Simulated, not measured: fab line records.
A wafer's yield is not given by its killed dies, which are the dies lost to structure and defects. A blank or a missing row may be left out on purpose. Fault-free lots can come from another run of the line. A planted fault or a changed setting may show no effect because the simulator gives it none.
Split-lot study    flow n5 finfet    route with 1938 steps; 7 lots, 21 wafers read

== THE SPLIT ==
At N5_BEOL_M3_COAT_76 (time 60 s, resist thk 5 nm), the setting spin rpm was moved away from the recipe's 1500 rpm on 8 of the 21 wafers read, by +4.0% to +10.3%. The other wafers ran this setting at the recipe's value.

== FROM THE SPLIT TO THE READING: what the file shows between them, 4 steps ==
- N5_BEOL_M3_COAT_22: resist thk 30 nm (also split here: spin rpm)
- N5_BEOL_M3_EBR_24
- N5_BEOL_M3_SOFTBAKE_23: time 60 s
- N5_BEOL_M3_DESCUM_33: chemistry O2, time 7 s

== THE READING ==
etch.depth nm (the simulator's own value, which no gauge read), in nm, at N5_BEOL_M3_ETCH_77 (etches underlayer in N2/H2, target depth 6.5 nm, time 5.2 s). The file does not state a usual value for it. The 13 wafers here that ran the recipe average 5.005 nm, standard deviation 0.0097 nm.

wafer   tool, chamber at the split  spin rpm as run, rpm  against the recipe  etch.depth nm, nm  against lot-mates on the recipe
L075.2  litho track-02, 0           1560                  +4.0%               4.92               -0.094
L075.3  litho track-02, 0           1500                  recipe              5.014              -
L075.5  litho track-02, 0           1500                  recipe              5.013              -
L076.2  litho track-02, 0           1500                  recipe              5.001              -
L076.3  litho track-02, 0           1621                  +8.1%               4.809              -0.192
L076.6  litho track-02, 0           1500                  recipe              5                  -
L080.2  litho track-02, 0           1500                  recipe              4.989              -
L080.3  litho track-02, 0           1500                  recipe              4.99               -
L080.5  litho track-02, 0           1634                  +8.9%               4.773              -0.216
L082.3  litho track-01, 0           1500                  recipe              5.015              -
L082.4  litho track-01, 0           1500                  recipe              5.015              -
L082.6  litho track-01, 0           1500                  recipe              5.003              -
L085.2  litho track-04, 0           1591                  +6.1%               4.867              -0.148
L085.3  litho track-04, 0           1500                  recipe              5.013              -
L085.4  litho track-04, 0           1500                  recipe              5.018              -
L086.1  litho track-01, 0           1654                  +10.3%              4.758              -0.239
L086.4  litho track-01, 0           1654                  +10.3%              4.752              -0.245
L086.5  litho track-01, 0           1500                  recipe              4.997              -
L096.1  litho track-01, 0           1500                  recipe              4.997              -
L096.4  litho track-01, 0           1629                  +8.6%               4.808              -0.189
L096.6  litho track-01, 0           1629                  +8.6%               4.796              -0.201

FIT RESULTS
A straight line over all 21 wafers: etch.depth nm changes by -0.0243 nm for each +1% of spin rpm; r = -1.00; the points scatter about the line by 0.0098 nm.
The same after taking each lot's own level away (the mean of its wafers on the recipe; 21 wafers): -0.0235 nm for each +1%; r = -1.00; scatter 0.0045 nm.
On that fit, the largest move of spin rpm shifts the reading by 0.24 nm.
The span of the lots' own levels, 4.9895 to 5.0155 nm, comes to 2.7 times the standard deviation stated above.
So the lot-to-lot level changes the slope little: the two slopes agree.
Check: for one of the wafers moved furthest among these (+10.3%), held out of the fit, the line's prediction against its lot-mates is -0.242 nm. It came out at -0.239 nm against them.

== OTHER SPLITS APPLIED TO THESE WAFERS ==
These wafers also went through other splits before the reading. Each is held against what the fit with the lots' levels taken away leaves over:
other split on the same wafers  wafers away from the commonest value  r with etch.depth nm (lot level and that fit taken away)
N5_BEOL_M1_EXPOSE_08 dose mj    8                                     -0.43
N5_BEOL_M2_ALD_98 ald cycles    8                                     +0.23
N5_BEOL_M3_COAT_22 spin rpm     7                                     +0.02

== THE WHOLE CHAIN: every reading that the file lists as answering this split, in the file's order ==
step                what it does                                                 reading                                                         change (the file's fit)                 r (the file's)
N5_BEOL_M3_ETCH_77  etches underlayer in N2/H2, target depth 6.5 nm, time 5.2 s  etch rf on time s                                               withheld for each +1% of the setting    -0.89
N5_BEOL_M3_ETCH_77  etches underlayer in N2/H2, target depth 6.5 nm, time 5.2 s  etch.depth nm (the simulator's own value, which no gauge read)  -0.0237 nm for each +1% of the setting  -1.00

== THE FILE'S OWN FIT ==
etch.depth nm changes by -0.0237 nm for each +1% of spin rpm, r = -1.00.
